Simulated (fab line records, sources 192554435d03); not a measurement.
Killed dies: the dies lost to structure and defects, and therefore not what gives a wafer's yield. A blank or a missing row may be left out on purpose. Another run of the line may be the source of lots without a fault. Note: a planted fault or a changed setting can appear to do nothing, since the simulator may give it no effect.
The same fault as seen by 2 desks    flow n5Finfet    what lay behind the numbers comes last; until then each desk has only its own

## AT THE METROLOGY DESK
What the gauges read for every lot (on any tool): the sampled wafers with a number, averaged. A lot is out of limits, marked OUT, if its mean lies more than 4 standard deviations from the usual mean; the brackets give that distance. Readings shown: 7 of its 11, picked as those furthest out on some lot.
Columns: A = cdNm at N5_FIN_SAQP_CD_MEAS_16, usual 35.7 nm; B = DIBL_N at N5_BEOL_M4_RC_MEAS_101, usual 36.1 mV/V; C = DIBL_P at N5_BEOL_M4_RC_MEAS_101, usual 35.8 mV/V; D = IOFF_N at N5_BEOL_M4_RC_MEAS_101, usual 0.16 nA/um; E = IOFF_P at N5_BEOL_M4_RC_MEAS_101, usual 0.21 nA/um; F = ION_N at N5_BEOL_M4_RC_MEAS_101, usual 673 uA/um; G = VT_P at N5_BEOL_M4_RC_MEAS_101, usual -250 mV
lot   first seen here  A     B     C     D     E     F    G
L943  day 2 09:44      35.5  35.0  34.3  0.12  0.17  662  -254
L944  day 2 15:52      36.3  35.5  36.3  0.15  0.19  671  -252
L946  day 3 03:52      36.0  38.6  39.0  0.19  0.25  680  -246
L953  day 4 23:40      35.5  35.5  34.3  0.14  0.19  663  -249
L955  day 5 10:37      35.6  36.5  36.2  0.17  0.21  680  -252
L958  day 6 03:35      35.5  36.1  35.0  0.17  0.22  676  -248
L959  day 6 09:41      36.0  36.9  37.7  0.16  0.22  673  -249
L960  day 6 17:36      35.6  34.8  34.0  0.13  0.19  657  -251
This desk's finding: nothing out of limits on any of the 8 lots.

## DESK OF THE TOOL OWNER: pecvd-04
The tool's own readings at N5_FIN_SAQP_PECVD_48 (deposits SiNx from SiH4/NH3/N2, target thk 25 nm, time 22.1 s): means of the sampled wafers that have a number, for each lot that ran on this tool. A lot is out of limits, marked OUT, if its mean lies more than 4 standard deviations from the usual mean; the brackets give that distance.
Columns: A = heaterPowerW at N5_FIN_SAQP_PECVD_48, usual 806 W; B = showerheadPlenumPTorr at N5_FIN_SAQP_PECVD_48, usual 5.14 Torr; C = throttleValvePct at N5_FIN_SAQP_PECVD_48, usual 40.0 %
lot   first seen here  A    B     C
L943  day 2 09:06      795  5.13  38.7
L946  day 3 03:16      744  5.10  39.4
L953  day 4 23:04      763  5.10  38.4
L955  day 5 10:04      841  5.11  39.8
This desk's finding: nothing out of limits on any of the 4 lots.

## TAKEN TOGETHER
From the metrology desk's view, nothing was out of limits.
Nothing out of limits was seen by the tool owner's desk.

## WHAT THE SIMULATOR HAD INSERTED
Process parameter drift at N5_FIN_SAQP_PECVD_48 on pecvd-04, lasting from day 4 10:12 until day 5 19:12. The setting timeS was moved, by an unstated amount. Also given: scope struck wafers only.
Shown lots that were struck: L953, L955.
